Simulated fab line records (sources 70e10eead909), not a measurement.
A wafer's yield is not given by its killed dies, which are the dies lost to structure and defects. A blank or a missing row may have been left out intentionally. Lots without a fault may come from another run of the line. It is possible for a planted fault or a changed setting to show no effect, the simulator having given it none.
fab line records | flow nandHarc
record lots=7 wafers=21 lastDay=24
route steps=1159 shown P_GATE@156
lots untouched by any fault: they come from a run of this same line in which no faults occurred
startH: start of the lot's first displayed wafer, in hours after the record's first day | waitH: how many hours have passed since the lot's step before this one | " identical to the entry in the row above | L1.1+2: a single row standing in for several wafers | - either no value or no given start | * or withheld: withheld | < > ~ a bound
route shown NAME@n: a module of which the file shows steps, and the number in the route of the first | usual: mean/standard deviation taken from wafers without a fault | same: alike in all rows | chamber/n: place in a boat | sites: the reading at each site | _std_site: the values' standard deviation | _edge_site: mean of outer sites minus mean of inner sites | radiusMm: for every site, how far away it sits from the centre of the wafer | mask NAME#n: copy n | behind: the most recent tool/chamber to have shaped the wafer | hold: cause of the lot's hold/its duration in hours/its outcome | device: names the non-switching transistor (n, p or np) | end of line: tests run on the same wafers once the route is complete | a step given without rows: its recipe and nothing more | killed: not the wafer's yield, but the dies lost to structure and defects at the first sort | map: a wafer's dies, x killed, . not, _ none there
set.NAME: the setting as run; set.NAME@STEP: as run at that earlier step | model.NAME: the simulator's own value behind a step, which no gauge read
lots seen at some steps along the route; tables by step, rows by wafer
services: when a tool's chamber went out of use (startH, in hours from the record's first day, below 0 if earlier), for how many hours, and the reason
## steps
# step NHARC_P_GATE_ETCHBACK_37
# recipe targetDepthA=345 timeS=17.2 chf3FlowSccm=50 o2FlowSccm=10 arFlowSccm=200 rfW=500 biasW=200 chemistry=CHF3/O2
# usual chamberPressureMTorr=24.997/0.021 drypumpMotorCurrentA=5.9/0.38 oesProductAu=0.95/0.036 rfVppV=372.3/2.1 showerheadPlenumPTorr=2.48/0.091 throttleValvePct=20.572/0.0088
# columns lot.wafer tool chamber startH waitH chamberPressureMTorr drypumpMotorCurrentA oesProductAu rfHoursCounterH rfVppV showerheadPlenumPTorr throttleValvePct
L442.2 rieDiel-05 1 - - 24.991 5.3 0.93 26 374.7 2.55 20.577
L442.3 " 3 " " 25.029 5.9 0.92 26 375.7 2.55 20.582
L442.6 " 2 " " 25.004 6.2 0.93 - 373.8 2.49 20.580
L450.2 rieDiel-11 3 - - 25.013 6.5 0.94 45 367.7 2.27 20.592
L450.1 " 1 " " 24.982 6.2 0.92 54 372.7 2.50 20.568
L450.5 " 3 " " 24.975 6.5 0.93 - 370.8 2.27 20.575
L452.1 rieDiel-11 1 - - 25.001 6.2 0.93 55 374.0 2.50 20.567
L452.3 " 2 " " 25.027 5.9 0.92 57 369.8 2.40 20.576
L452.6 " 0 " " 25.005 6.0 0.93 - 372.6 2.47 20.586
L449.2 rieDiel-05 3 - - 25.032 5.9 1.00 1 373.0 2.54 20.564
L449.4 " 3 " " 25.007 5.9 1.01 - 371.5 2.55 20.576
L449.5 " 2 " " 24.974 6.2 1.00 - 371.7 2.48 20.576
L454.2 rieDiel-05 1 - - 25.004 5.3 0.92 3 374.5 2.54 20.552
L454.1 " 3 " " 24.971 5.9 0.93 3 372.4 2.54 20.568
L454.4 " 3 " " 25.011 5.9 0.92 - 373.7 2.54 20.569
L456.3 rieDiel-05 2 - - 25.002 6.2 1.01 6 373.0 2.48 20.567
L456.5 " 2 " " 25.023 6.2 1.00 - 373.4 2.48 20.569
L456.4 " 3 " " 25.025 5.9 1.01 - 373.0 2.54 20.570
L458.1 rieDiel-05 3 - - 24.984 5.9 0.93 10 374.1 2.54 20.576
L458.2 " 1 " " 24.992 5.3 0.92 10 372.6 2.54 20.569
L458.5 " 3 " " 24.982 5.9 0.93 - 372.9 2.54 20.565
# step NHARC_P_GATE_STRIP_101
# recipe timeS=20 o2FlowSccm=500 arFlowSccm=0 biasW=0 chemistry=O2
# usual chamberPressureMTorr=60.00/0.052 drypumpMotorCurrentA=5.9/0.38 oesProductAu=1.000/0.0069 rfVppV=58.1/0.89 showerheadPlenumPTorr=3.64/0.13 throttleValvePct=17.037/0.0091
# columns lot.wafer tool chamber startH waitH chamberPressureMTorr drypumpMotorCurrentA oesProductAu rfHoursCounterH rfVppV showerheadPlenumPTorr throttleValvePct
L442.3 rieDiel-05 2 124.65 0.1 59.99 6.2 1.000 28 57.6 3.65 17.031
L442.2 " 3 " " 59.96 5.9 0.996 26 59.0 3.74 17.054
L442.6 " 1 " " 59.97 5.3 1.004 - 57.8 3.73 17.037
L450.1 rieDiel-11 0 177.41 0.1 59.99 6.0 0.997 57 57.4 3.63 17.029
L450.2 " 2 " " 59.96 5.8 0.993 56 58.4 3.53 17.024
L450.5 " 0 " " 60.00 6.0 0.990 - 58.4 3.63 17.048
L449.2 rieDiel-05 2 178.28 0.1 59.99 6.2 1.004 1 58.5 3.64 17.036
L449.5 " 3 " " 59.93 5.9 1.005 - 58.6 3.73 17.048
L449.4 " 1 " " 59.92 5.3 1.009 - 58.3 3.73 17.039
L452.3 rieDiel-11 2 178.34 0.2 60.02 5.8 0.987 57 58.2 3.53 17.030
L452.1 " 0 " " 60.00 6.0 1.006 57 57.3 3.63 17.034
L452.6 " 1 " " 59.97 6.2 0.992 - 58.9 3.68 17.032
L454.2 rieDiel-05 2 191.50 0.1 59.97 6.2 0.995 3 58.4 3.64 17.040
L454.1 " 3 " " 59.92 5.9 1.006 3 57.5 3.73 17.033
L454.4 " 2 " " 59.94 6.2 0.999 - 58.0 3.64 17.028
L456.3 rieDiel-05 1 204.55 0.2 60.04 5.3 0.987 6 59.5 3.72 17.034
L456.4 " 3 " " 59.96 5.9 1.008 - 58.3 3.73 17.040
L456.5 " 2 " " 59.98 6.3 0.990 - 58.7 3.64 17.035
L458.2 rieDiel-05 3 219.88 0.1 59.98 5.9 1.013 10 58.2 3.73 17.033
L458.1 " 1 " " 60.02 5.3 1.006 10 57.7 3.72 17.064
L458.5 " 2 " " 59.98 6.2 1.004 - 57.8 3.64 17.032
# step NHARC_P_GATE_PRECLEAN_97
# recipe timeS=600 tempC=120 chemistry=SPM
# step NHARC_P_GATE_SRD_98
# step NHARC_P_GATE_PRECLEAN_99
# recipe timeS=* tempC=50 bathAgeMin=0 chemistry=SC1
# step NHARC_P_GATE_SRD_100
# step NHARC_P_GATE_DEHYDRATE_38
# recipe tempC=150 timeS=120
# step NHARC_P_GATE_HMDS_39
# recipe timeS=30
# step NHARC_P_GATE_COAT_40
# recipe spinRpm=3000
# step NHARC_P_GATE_SOFTBAKE_41
# recipe tempC=122 timeS=95
# step NHARC_P_GATE_EBR_42
# step NHARC_P_GATE_EXPOSE_43
# recipe na=0.6 targetCdNm=720 doseMj=14.81 maskId=P_NSD
# step NHARC_P_GATE_PEB_44
# recipe pebTempC=118 pebTimeS=85
# usual chillPlateTempC=23.01/0.095 exhaustPa=45.0/0.98
# columns lot.wafer tool chamber startH waitH chillPlateTempC exhaustPa
L442.2 lithoTrack-02 0 125.36 0.1 23.06 43.9
L442.3 " 0 " " 23.18 44.7
L442.6 " 0 " " 23.08 43.8
L450.1 lithoTrack-05 - 178.11 0.1 - -
L450.2 " - " " - -
L450.5 " - " " - -
L449.2 lithoTrack-03 - 178.99 0.1 - -
L449.4 " - " " - -
L449.5 " - " " - -
L452.1 lithoTrack-05 - 179.16 0.1 - -
L452.3 " - " " - -
L452.6 " - " " - -
L454.1 lithoTrack-03 0 192.34 0.1 22.95 45.4
L454.2 " 0 " " 23.08 44.3
L454.4 " 0 " " 22.97 44.6
L456.3 lithoTrack-05 0 205.26 0.1 23.04 44.4
L456.4 " 0 " " 22.93 44.1
L456.5 " 0 " " 23.01 44.7
L458.1 lithoTrack-03 0 220.71 0.1 23.02 44.6
L458.2 " 0 " " 23.00 46.1
L458.5 " 0 " " 23.06 45.2
# step NHARC_P_GATE_DEVELOP_45
# recipe timeS=70
## services
# columns tool chamber startH hours kind
rieDiel-11 3 101.11 6.2 repair
rieDiel-11 3 108.18 16.1 repair
rieDiel-05 0 118.82 - clean
rieDiel-05 1 118.82 - clean
rieDiel-05 2 118.82 - clean
rieDiel-05 3 118.82 - clean
rieDiel-05 0 143.32 - clean
rieDiel-05 1 143.32 - clean
rieDiel-05 2 143.32 - clean
rieDiel-05 3 143.32 - clean
rieDiel-11 1 144.97 3.7 repair
rieDiel-05 - 163.62 9.0 pm
rieDiel-05 0 163.62 57.5 ventCycle
rieDiel-05 1 163.62 9.2 ventCycle
rieDiel-05 2 163.62 9.0 ventCycle
rieDiel-05 3 163.62 9.0 ventCycle
lithoTrack-02 - 165.00 7.0 pm
rieDiel-05 2 172.62 - clean
rieDiel-05 3 172.62 - clean
rieDiel-05 - 177.75 0.4 repair
rieDiel-11 - 189.50 9.0 pm
rieDiel-05 1 197.37 - clean
rieDiel-05 2 197.37 - clean
lithoTrack-03 - 213.00 7.0 pm
## key
firstSign step=NHARC_P_GATE_PEB_44 reading=toolRecord direction=missing
effect none on later readings
metAt NHARC_P_GATE_PEB_44
struckWafers L449.2,L449.4,L449.5,L450.1,L450.2,L450.5,L452.1,L452.3,L452.6
laterRowsLeftOut L449.2,L449.4,L449.5,L450.1,L450.2,L450.5,L452.1,L452.3,L452.6
sortLeftOut L449.2,L449.4,L449.5,L450.1,L450.2,L450.5,L452.1,L452.3,L452.6
testerLeftOut L449,L450,L452
fault kind=skippedStepWhole tool=lithoTrack-03,lithoTrack-05 chamber=- onsetH=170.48 steps=NHARC_P_GATE_PEB_44 scope=struckLotsOnly
# testerLeftOut: of these lots the tester's yield and bins aren't shown, on N5 and GAA mostly nor the transistor test; their killed dies are dies lost to structure and defects alone, not to doping, threshold or leakage, so they don't give the yield
# sortLeftOut: the simulated sort isn't trusted on such a fault, so these wafers' sort isn't shown, and their yield isn't known
# laterRowsLeftOut: the simulator's readings of these wafers behind a module that went badly wrong aren't trusted and aren't shown, but for the sort
